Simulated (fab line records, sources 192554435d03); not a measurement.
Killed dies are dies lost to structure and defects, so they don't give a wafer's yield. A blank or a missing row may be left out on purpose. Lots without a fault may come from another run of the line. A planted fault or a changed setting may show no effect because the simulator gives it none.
Chamber matching | flow n5_finfet | N5_BEOL_M4_VIA_ETCH_34 on rie_diel-03: 4 sister chambers
The step etches the open film in C4F6/O2, target depth 69.4 nm, time 65.9 s. 8 wafers are shown with their chamber, then 9 later ones without.

WAFERS WITH THEIR CHAMBER
wafer  | chamber | drypump_motor_current_A (A) | rf_vpp_V (V)
L074.5 | 2       | 5.5                         | 649
L081.1 | 0       | 6.3                         | 660
L081.6 | 0       | 6.3                         | 660
L083.4 | 1       | 6.3                         | 648
L083.5 | 3       | 5.9                         | 647
L082.2 | 1       | 6.3                         | 647
L082.3 | 2       | 5.4                         | 648
L082.5 | 3       | 5.9                         | 649

WAFERS WITHOUT THEIR CHAMBER
wafer  | drypump_motor_current_A (A) | rf_vpp_V (V)
L085.2 | 5.9                         | 648
L085.3 | 6.3                         | 648
L085.5 | 5.9                         | 648
L087.1 | 6.3                         | 647
L087.4 | 6.3                         | 659
L087.5 | 5.9                         | 646
L089.4 | 6.4                         | 647
L089.5 | 6.3                         | 659
L089.6 | 5.9                         | 647

WHICH CHAMBER EACH WENT THROUGH
wafer  | from the rows above | in truth
L085.2 | 3                   | 3
L085.3 | 1                   | 1
L085.5 | 3                   | 3
L087.1 | 1                   | 1
L087.4 | 0                   | 0
L087.5 | 3                   | 3
L089.4 | 1                   | 1
L089.5 | 0                   | 0
L089.6 | 3                   | 3
Placed correctly: 9 of 9. Can't be placed from these rows: 0. Placed wrongly: 0.
How it was worked out, from the rows above alone: a wafer's distance from a chamber is the root of the sum, over the readings, of the square of ((its reading less the chamber's mean) divided by the reading's scatter). The wafer belongs to the nearest chamber; if the next one is less than 2 further off, it can't be placed. A chamber's mean is the mean of its shown wafers. The scatter: the root of (the sum of the squares of (reading less its chamber's mean) over the shown wafers, divided by (wafers less chambers)).
